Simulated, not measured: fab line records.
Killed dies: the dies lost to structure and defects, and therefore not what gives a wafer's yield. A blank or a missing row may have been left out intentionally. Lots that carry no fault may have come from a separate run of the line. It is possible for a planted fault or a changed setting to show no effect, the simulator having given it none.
The tool behind it: which one?	flow n5 finfet	Sampling: 23 lots, 69 wafers, 6 of 1938 route steps

## WHAT EACH GAUGE READ, for each wafer
The record holds no reading of a measuring or inspecting step that can be judged against a usual standard deviation.

## EACH LOT AND THE TOOL THAT RAN IT (in order: tool; ch and the chambers of the sampled wafers; start)
lot	N5_BEOL_M3_ETCH_69	N5_BEOL_M3_STRIP_36	N5_BEOL_M3_ANNEAL_80	N5_BEOL_M3_ANNEAL_89	N5_BEOL_M3_SPUTTER_92	N5_BEOL_M3_ANNEAL_93
L074	rie diel-03 ch 0,2,3, day 6 21:28	rie diel-04 ch 1,2,3, day 7 04:18	pvd sputter-02, day 7 06:22	pvd sputter-02, day 7 07:01	pvd sputter-02, day 7 07:23	pvd sputter-02, day 7 07:28
L075	rie diel-03 ch 0,1,2, day 7 12:08	rie diel-04 ch 0,1, day 7 16:35	pvd sputter-02, day 7 19:55	pvd sputter-02, day 7 20:35	pvd sputter-02, day 7 20:56	pvd sputter-02, day 7 21:01
L076	rie diel-02 ch 0,1,2, day 8 04:46	rie diel-04 ch 1,2,3, day 8 06:35	pvd sputter-02, day 8 08:25	pvd sputter-02, day 8 09:05	pvd sputter-02, day 8 09:26	pvd sputter-02, day 8 09:31
L077	rie diel-02 ch 0,3, day 8 05:22	rie diel-03 ch 2,3, day 8 06:43	pvd sputter-03, day 8 08:52	pvd sputter-03, day 8 09:32	pvd sputter-03, day 8 09:53	pvd sputter-03, day 8 09:58
L078	rie diel-02 ch 0,1, day 8 10:50	rie diel-02 ch 0,1,2, day 8 14:32	pvd sputter-01, day 8 18:17	pvd sputter-01, day 8 18:57	pvd sputter-01, day 8 19:19	pvd sputter-01, day 8 19:23
L079	rie diel-02 ch 0,1,2, day 8 11:07	rie diel-03 ch 0,1, day 8 14:33	pvd sputter-03, day 8 18:51	pvd sputter-03, day 8 19:31	pvd sputter-03, day 8 19:52	pvd sputter-03, day 8 19:57
L080	rie diel-02 ch 0,1, day 8 16:43	rie diel-02 ch 1,2, day 8 20:14	pvd sputter-01, day 8 23:13	pvd sputter-01, day 8 23:52	pvd sputter-01, day 9 00:14	pvd sputter-01, day 9 00:19
L081	rie diel-03 ch 0,2, day 8 21:37	rie diel-04 ch 0,3, day 8 22:58	pvd sputter-03, day 9 00:55	pvd sputter-03, day 9 01:35	pvd sputter-03, day 9 01:56	pvd sputter-03, day 9 02:01
L082	rie diel-02 ch 1,3, day 9 02:58	rie diel-02 ch 1,2,3, day 9 03:22	pvd sputter-03, day 9 05:48	pvd sputter-03, day 9 06:28	pvd sputter-03, day 9 06:49	pvd sputter-03, day 9 06:54
L083	rie diel-02 ch 0,2,3, day 9 09:17	rie diel-02 ch 0,2,3, day 9 18:12	pvd sputter-03, day 9 20:21	pvd sputter-03, day 9 21:01	pvd sputter-03, day 9 21:22	pvd sputter-03, day 9 21:27
L084	rie diel-02 ch 2,3, day 9 16:32	rie diel-02 ch 0,1,2, day 10 07:07	pvd sputter-03, day 10 08:43	pvd sputter-03, day 10 09:22	pvd sputter-03, day 10 09:44	pvd sputter-03, day 10 09:49
L086	rie diel-04 ch 0,2,3, day 10 03:02	rie diel-03 ch 0,2,3, day 10 07:09	pvd sputter-02, day 10 10:10	pvd sputter-02, day 10 10:49	pvd sputter-02, day 10 11:11	pvd sputter-02, day 10 11:16
L085	rie diel-03 ch 0,1,2, day 10 06:08	rie diel-04 ch 0,2,3, day 10 11:08	pvd sputter-02, day 10 13:28	pvd sputter-02, day 10 14:07	pvd sputter-02, day 10 14:29	pvd sputter-02, day 10 14:34
L088	rie diel-03 ch 1,2, day 10 13:52	rie diel-04 ch 2,3, day 10 15:47	pvd sputter-02, day 10 18:52	pvd sputter-02, day 10 19:31	pvd sputter-02, day 10 19:53	pvd sputter-02, day 10 19:58
L087	rie diel-03 ch 1,3, day 10 22:36	rie diel-04 ch 0,3, day 11 00:05	pvd sputter-02, day 11 01:58	pvd sputter-02, day 11 02:38	pvd sputter-02, day 11 02:59	pvd sputter-02, day 11 03:04
L089	rie diel-04 ch 0,1,2, day 11 02:41	rie diel-02 ch 0,1,3, day 11 03:52	pvd sputter-02, day 11 05:41	pvd sputter-02, day 11 06:21	pvd sputter-02, day 11 06:43	pvd sputter-02, day 11 06:47
L090	rie diel-03 ch 1,3, day 11 05:47	rie diel-03 ch 0,1, day 11 07:01	pvd sputter-03, day 11 08:46	pvd sputter-03, day 11 09:25	pvd sputter-03, day 11 13:09	pvd sputter-03, day 11 13:14
L092	rie diel-02 ch 0,1,2, day 11 06:01	rie diel-03 ch 1,2,3, day 11 13:20	pvd sputter-01, day 11 14:47	pvd sputter-01, day 11 15:27	pvd sputter-01, day 11 15:49	pvd sputter-01, day 11 15:53
L091	rie diel-04 ch 0,3, day 11 10:07	rie diel-02 ch 1,2, day 11 20:38	pvd sputter-03, day 11 23:13	pvd sputter-03, day 11 23:52	pvd sputter-03, day 12 00:14	pvd sputter-03, day 12 00:19
L093	rie diel-04 ch 0,1,3, day 11 23:37	rie diel-02 ch 0,1, day 12 03:42	pvd sputter-03, day 12 05:41	pvd sputter-03, day 12 06:20	pvd sputter-03, day 12 06:42	pvd sputter-03, day 12 06:47
L094	rie diel-04 ch 1,3, day 12 03:20	rie diel-04 ch 1,3, day 12 04:06	pvd sputter-02, day 12 05:53	pvd sputter-02, day 12 06:32	pvd sputter-02, day 12 06:54	pvd sputter-02, day 12 06:59
L096	rie diel-03 ch 2,3, day 12 17:44	rie diel-02 ch 2,3, day 12 23:37	pvd sputter-01, day 13 01:41	pvd sputter-01, day 13 02:20	pvd sputter-01, day 13 02:42	pvd sputter-01, day 13 02:47
L097	rie diel-02 ch 0,2,3, day 12 18:02	rie diel-03 ch 1,2, day 13 04:20	pvd sputter-01, day 13 07:06	pvd sputter-01, day 13 07:46	pvd sputter-01, day 13 08:07	pvd sputter-01, day 13 08:12
- N5_BEOL_M3_ETCH_69: etches SiARC in CF4, target depth 15.6 nm, time 26 s.
- N5_BEOL_M3_STRIP_36: strips in N2/H2.
- N5_BEOL_M3_ANNEAL_80: time 240 s.
- N5_BEOL_M3_ANNEAL_89: time 240 s.
- N5_BEOL_M3_SPUTTER_92: material Cu, target thk 4.5 nm, time 8.29 s.
- N5_BEOL_M3_ANNEAL_93: time 240 s.

## WHAT THE TOOLS THEMSELVES READ (means of the sampled wafers that have a number; where no wafer has one, the mark that the record gives instead)
N5_BEOL_M3_ETCH_69. Usual: bias w is 35.99 W with standard deviation 0.11, drypump motor current A is 5.9 A with standard deviation 0.52, etch rf on time s is 26.1 s with standard deviation 0.5, oes product au is 0.64 a.u. with standard deviation 0.059, rf vpp V is 184.0 V with standard deviation 1.1, showerhead plenum p Torr is 2.13 Torr with standard deviation 0.073, and throttle valve pct is 15.64 % with standard deviation 0.16.
lot	tool	bias w (W)	drypump motor current A (A)	etch rf on time s (s)	oes product au (a.u.)	rf vpp V (V)	showerhead plenum p Torr (Torr)	throttle valve pct (%)	flag
L074	rie diel-03	35.94	5.5	26.3	0.61	183.4	2.07	15.67	
L075	rie diel-03	35.98	5.9	26.1	0.61	183.5	2.09	15.64	
L076	rie diel-02	35.97	5.8	26.3	0.66	184.0	2.15	15.54	
L077	rie diel-02	36.08	6.1	26.5	0.61	185.2	2.22	15.75	
L078	rie diel-02	36.01	5.4	26.3	0.67	184.2	2.19	15.53	
L079	rie diel-02	35.87	5.8	26.5	0.65	183.5	2.15	15.54	
L080	rie diel-02	36.04	5.5	26.4	0.67	184.3	2.19	15.53	
L081	rie diel-03	36.04	5.7	25.9	0.60	183.1	2.06	15.69	
L082	rie diel-02	36.12	6.4	26.0	0.78	184.9	2.15	15.44	
L083	rie diel-02	36.01	5.9	26.0	0.71	184.8	2.19	15.51	
L084	rie diel-02	36.02	6.4	25.6	0.76	183.9	2.18	15.46	
L086	rie diel-04	36.13	5.9	25.3	0.62	183.9	2.13	15.78	
L085	rie diel-03	35.89	5.9	25.8	0.60	183.4	2.09	15.68	
L088	rie diel-03	36.05	5.7	26.0	0.61	183.3	2.12	15.58	
L087	rie diel-03	35.97	5.7	26.1	0.61	183.0	2.06	15.76	
L089	rie diel-04	36.02	5.9	25.5	0.62	184.4	2.13	15.82	
L090	rie diel-03	35.96	5.7	26.2	0.61	183.4	2.06	15.77	
L092	rie diel-02	36.08	5.8	27.1	0.63	184.2	2.15	15.58	
L091	rie diel-04	35.99	6.0	25.3	0.60	184.9	2.15	15.79	
L093	rie diel-04	36.00	6.1	25.3	0.61	184.7	2.15	15.82	
L094	rie diel-04	36.10	6.0	25.4	0.61	185.7	2.21	15.70	
L096	rie diel-03	35.86	5.3	26.4	0.60	183.3	2.06	15.72	
L097	rie diel-02	36.02	5.9	26.4	0.68	184.7	2.19	15.55	

N5_BEOL_M3_STRIP_36. Usual: drypump motor current A is 5.9 A with standard deviation 0.48, h2 flow sccm is 200.0 sccm with standard deviation 0.65, n2 flow sccm is 200.0 sccm with standard deviation 0.57, oes product au is 0.75 a.u. with standard deviation 0.081, rf vpp V is 59.3 V with standard deviation 1.4, showerhead plenum p Torr is 2.53 Torr with standard deviation 0.098, and throttle valve pct is 23.54 % with standard deviation 0.15.
lot	tool	drypump motor current A (A)	h2 flow sccm (sccm)	n2 flow sccm (sccm)	oes product au (a.u.)	rf vpp V (V)	showerhead plenum p Torr (Torr)	throttle valve pct (%)	flag
L074	rie diel-04	5.8	200.3	200.0	0.74	59.8	2.60	23.48	
L075	rie diel-04	6.1	200.0	200.6	0.72	59.5	2.56	23.71	
L076	rie diel-04	5.8	200.4	200.2	0.73	59.3	2.60	23.46	
L077	rie diel-03	5.3	200.9	199.6	0.73	60.2	2.45	23.67	
L078	rie diel-02	5.8	199.7	200.1	0.77	59.5	2.54	23.46	
L079	rie diel-03	6.3	200.2	200.2	0.71	59.1	2.48	23.57	
L080	rie diel-02	6.2	200.7	200.4	0.74	59.2	2.50	23.40	
L081	rie diel-04	6.2	199.7	200.1	0.71	59.0	2.47	23.54	
L082	rie diel-02	6.3	200.2	200.2	0.82	58.9	2.52	23.44	
L083	rie diel-02	5.9	199.3	200.0	0.83	60.4	2.60	23.43	
L084	rie diel-02	5.8	199.6	200.5	0.75	59.4	2.54	23.49	
L086	rie diel-03	5.5	200.6	199.6	0.70	60.5	2.44	23.72	
L085	rie diel-04	5.9	199.9	199.9	0.72	58.6	2.51	23.50	
L088	rie diel-04	5.6	200.0	200.6	0.72	61.0	2.55	23.40	
L087	rie diel-04	6.2	200.4	199.5	0.70	59.2	2.46	23.58	
L089	rie diel-02	6.0	199.7	200.3	0.82	58.6	2.56	23.50	
L090	rie diel-03	6.3	200.4	199.2	0.79	59.3	2.58	23.46	
L092	rie diel-03	5.7	200.2	199.8	0.70	58.5	2.48	23.64	
L091	rie diel-02	6.1	200.5	199.8	0.72	59.9	2.49	23.45	
L093	rie diel-02	5.8	200.2	199.6	0.74	59.7	2.50	23.54	
L094	rie diel-04	6.0	199.5	200.1	0.69	60.4	2.63	23.61	
L096	rie diel-02	6.3	199.7	200.0	0.77	57.9	2.54	23.42	
L097	rie diel-03	6.1	199.5	199.9	0.68	59.5	2.50	23.62	

N5_BEOL_M3_ANNEAL_80. Usual: heater power w 844 W, standard deviation 68; susceptor temp C 399.97 C, standard deviation 0.21.
lot	tool	heater power w (W)	susceptor temp C (C)	flag
L074	pvd sputter-02	871	399.95	
L075	pvd sputter-02	864	399.81	
L076	pvd sputter-02	867	399.99	
L077	pvd sputter-03	753	399.99	
L078	pvd sputter-01	892	399.72	
L079	pvd sputter-03	786	399.86	
L080	pvd sputter-01	864	400.07	
L081	pvd sputter-03	843	399.92	
L082	pvd sputter-03	833	400.15	
L083	pvd sputter-03	826	399.89	
L084	pvd sputter-03	766	400.11	
L086	pvd sputter-02	870	400.04	
L085	pvd sputter-02	882	399.98	
L088	pvd sputter-02	874	399.84	
L087	pvd sputter-02	854	400.00	
L089	pvd sputter-02	872	400.11	
L090	pvd sputter-03	824	399.91	
L092	pvd sputter-01	807	400.02	
L091	pvd sputter-03	783	400.10	
L093	pvd sputter-03	806	399.89	
L094	pvd sputter-02	863	400.10	
L096	pvd sputter-01	902	399.86	
L097	pvd sputter-01	807	399.99	

N5_BEOL_M3_ANNEAL_89. Usual: heater power w 845 W, standard deviation 69; susceptor temp C 400.03 C, standard deviation 0.22.
lot	tool	heater power w (W)	susceptor temp C (C)	flag
L074	pvd sputter-02	873	400.06	
L075	pvd sputter-02	873	400.12	
L076	pvd sputter-02	877	400.14	
L077	pvd sputter-03	761	400.02	
L078	pvd sputter-01	893	400.04	
L079	pvd sputter-03	778	400.10	
L080	pvd sputter-01	875	400.20	
L081	pvd sputter-03	836	399.98	
L082	pvd sputter-03	850	400.04	
L083	pvd sputter-03	821	400.10	
L084	pvd sputter-03	761	400.20	
L086	pvd sputter-02	875	400.12	
L085	pvd sputter-02	875	399.92	
L088	pvd sputter-02	870	399.97	
L087	pvd sputter-02	855	399.94	
L089	pvd sputter-02	891	399.94	
L090	pvd sputter-03	818	400.06	
L092	pvd sputter-01	823	399.97	
L091	pvd sputter-03	781	399.97	
L093	pvd sputter-03	813	400.02	
L094	pvd sputter-02	880	399.85	
L096	pvd sputter-01	887	399.89	
L097	pvd sputter-01	804	399.96	

N5_BEOL_M3_SPUTTER_92. Usual: substrate temp c -20.01 C, standard deviation 0.11; susceptor temp C -20.00 C, standard deviation 0.11; throttle valve pct 29.9 %, standard deviation 1.2.
lot	tool	substrate temp c (C)	susceptor temp C (C)	throttle valve pct (%)	flag
L074	pvd sputter-02	-20.04	-20.11	30.8	
L075	pvd sputter-02	-20.04	-20.00	30.9	
L076	pvd sputter-02	-19.97	-20.07	31.0	
L077	pvd sputter-03	-20.13	-19.98	28.7	
L078	pvd sputter-01	-19.98	-20.06	29.6	
L079	pvd sputter-03	-20.10	-19.96	28.3	
L080	pvd sputter-01	-20.02	-20.08	29.2	
L081	pvd sputter-03	-20.01	-20.01	29.1	
L082	pvd sputter-03	-19.93	-19.99	29.2	
L083	pvd sputter-03	-20.16	-19.90	29.3	
L084	pvd sputter-03	-20.10	-19.90	29.3	
L086	pvd sputter-02	-20.03	-19.95	30.9	
L085	pvd sputter-02	-19.95	-20.06	30.9	
L088	pvd sputter-02	-19.97	-20.02	30.9	
L087	pvd sputter-02	-19.96	-19.98	30.9	
L089	pvd sputter-02	-19.99	-19.92	30.9	
L090	pvd sputter-03	-19.98	-20.18	29.9	
L092	pvd sputter-01	-20.02	-20.04	30.5	
L091	pvd sputter-03	-19.92	-19.99	28.5	
L093	pvd sputter-03	-19.83	-19.90	28.6	
L094	pvd sputter-02	-20.11	-19.96	30.8	
L096	pvd sputter-01	-19.92	-19.99	29.8	
L097	pvd sputter-01	-19.94	-19.96	29.9	

N5_BEOL_M3_ANNEAL_93. Usual: heater power w 845 W, standard deviation 70; susceptor temp C 400.02 C, standard deviation 0.23.
lot	tool	heater power w (W)	susceptor temp C (C)	flag
L074	pvd sputter-02	875	399.96	
L075	pvd sputter-02	868	399.93	
L076	pvd sputter-02	879	399.87	
L077	pvd sputter-03	760	400.27	
L078	pvd sputter-01	891	400.03	
L079	pvd sputter-03	780	399.87	
L080	pvd sputter-01	881	399.86	
L081	pvd sputter-03	848	399.95	
L082	pvd sputter-03	840	399.90	
L083	pvd sputter-03	814	400.03	
L084	pvd sputter-03	771	400.07	
L086	pvd sputter-02	879	400.08	
L085	pvd sputter-02	879	399.83	
L088	pvd sputter-02	878	400.05	
L087	pvd sputter-02	850	400.08	
L089	pvd sputter-02	889	400.07	
L090	pvd sputter-03	818	400.15	
L092	pvd sputter-01	820	400.23	
L091	pvd sputter-03	776	400.34	
L093	pvd sputter-03	813	399.98	
L094	pvd sputter-02	877	400.19	
L096	pvd sputter-01	891	399.87	
L097	pvd sputter-01	798	399.96	

## THE ANSWER, worked out from the rows above alone
Rule: a lot counts as off when the mean over its wafers that have a number is more than 3 standard deviations away from the usual mean. A lot without any number at a reading at which 4 lots or more have one is off too. The other lots that the step has rows for count as sound. After the gauges, taken in route order, come the tools' own readings; for these a lot's mean is taken, as printed above. At the first step where some lot is off, the reading lying furthest off is the one used; lots without a number count as furthest.
None of the lots is off at any reading shown; this tells nothing.

## WHAT THE SIMULATOR HAD INSERTED
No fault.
